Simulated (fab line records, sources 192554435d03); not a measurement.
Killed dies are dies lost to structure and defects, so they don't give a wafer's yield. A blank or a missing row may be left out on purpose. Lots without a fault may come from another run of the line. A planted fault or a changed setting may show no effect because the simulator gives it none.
Chamber matching | flow n5_finfet | N5_BEOL_M8_ETCH_72 on rie_diel-03: 4 sister chambers
The step etches underlayer in N2/H2, target depth 6.5 nm, time 5.2 s. 14 wafers are shown with their chamber, then 7 later ones without.

WAFERS WITH THEIR CHAMBER
wafer  | chamber | showerhead_plenum_p_Torr (Torr) | throttle_valve_pct (%) | etch_rf_on_time_s (s)
L078.1 | 3       | 2.65                            | 17.6                   | 5.45
L078.3 | 0       | 2.42                            | 18.4                   | 5.38
L078.5 | 3       | 2.65                            | 17.6                   | 5.44
L085.1 | 0       | 2.41                            | 18.5                   | 5.45
L085.3 | 2       | 2.66                            | 17.4                   | 5.03
L085.6 | 2       | 2.66                            | 17.4                   | 4.96
L086.1 | 1       | 2.71                            | 17.8                   | 5.08
L086.3 | 0       | 2.41                            | 18.5                   | 5.45
L086.4 | 2       | 2.66                            | 17.4                   | 5.00
L084.2 | 1       | 2.71                            | 17.8                   | 5.00
L084.4 | 3       | 2.64                            | 17.6                   | 5.47
L084.5 | 3       | 2.64                            | 17.6                   | 5.44
L093.3 | 1       | 2.71                            | 17.9                   | 5.04
L093.4 | 0       | 2.40                            | 18.5                   | 5.47

SIGNATURES (means of the wafers above)
reading                  | chamber 0 | chamber 1 | chamber 2 | chamber 3 | scatter within a chamber
showerhead_plenum_p_Torr | 2.4100    | 2.7100    | 2.6600    | 2.6450    | 0.00548
throttle_valve_pct       | 18.475    | 17.833    | 17.400    | 17.600    | 0.0376
etch_rf_on_time_s        | 5.4375    | 5.0400    | 4.9967    | 5.4500    | 0.0331
Rule: a wafer's distance from a chamber is the root of the sum, over the readings, of the square of ((its reading less the chamber's mean) divided by the reading's scatter). The wafer belongs to the nearest chamber; if the next one is less than 2 further off, it can't be placed. The scatter: the root of (the sum of the squares of (reading less its chamber's mean) over the shown wafers, divided by (wafers less chambers)).

WAFERS WITHOUT THEIR CHAMBER
wafer  | showerhead_plenum_p_Torr (Torr) | throttle_valve_pct (%) | etch_rf_on_time_s (s)
L093.6 | 2.63                            | 17.6                   | 5.55
L094.3 | 2.40                            | 18.5                   | 5.48
L094.4 | 2.40                            | 18.6                   | 5.48
L094.5 | 2.63                            | 17.7                   | 5.46
L097.1 | 2.70                            | 17.9                   | 5.06
L097.3 | 2.40                            | 18.5                   | 5.50
L097.6 | 2.40                            | 18.5                   | 5.54

WHICH CHAMBER EACH WENT THROUGH
wafer  | from the rows above | in truth
L093.6 | 3                   | 3
L094.3 | 0                   | 0
L094.4 | 0                   | 0
L094.5 | 3                   | 3
L097.1 | 1                   | 1
L097.3 | 0                   | 0
L097.6 | 0                   | 0
Placed correctly: 7 of 7. Can't be placed from these rows: 0. Placed wrongly: 0.
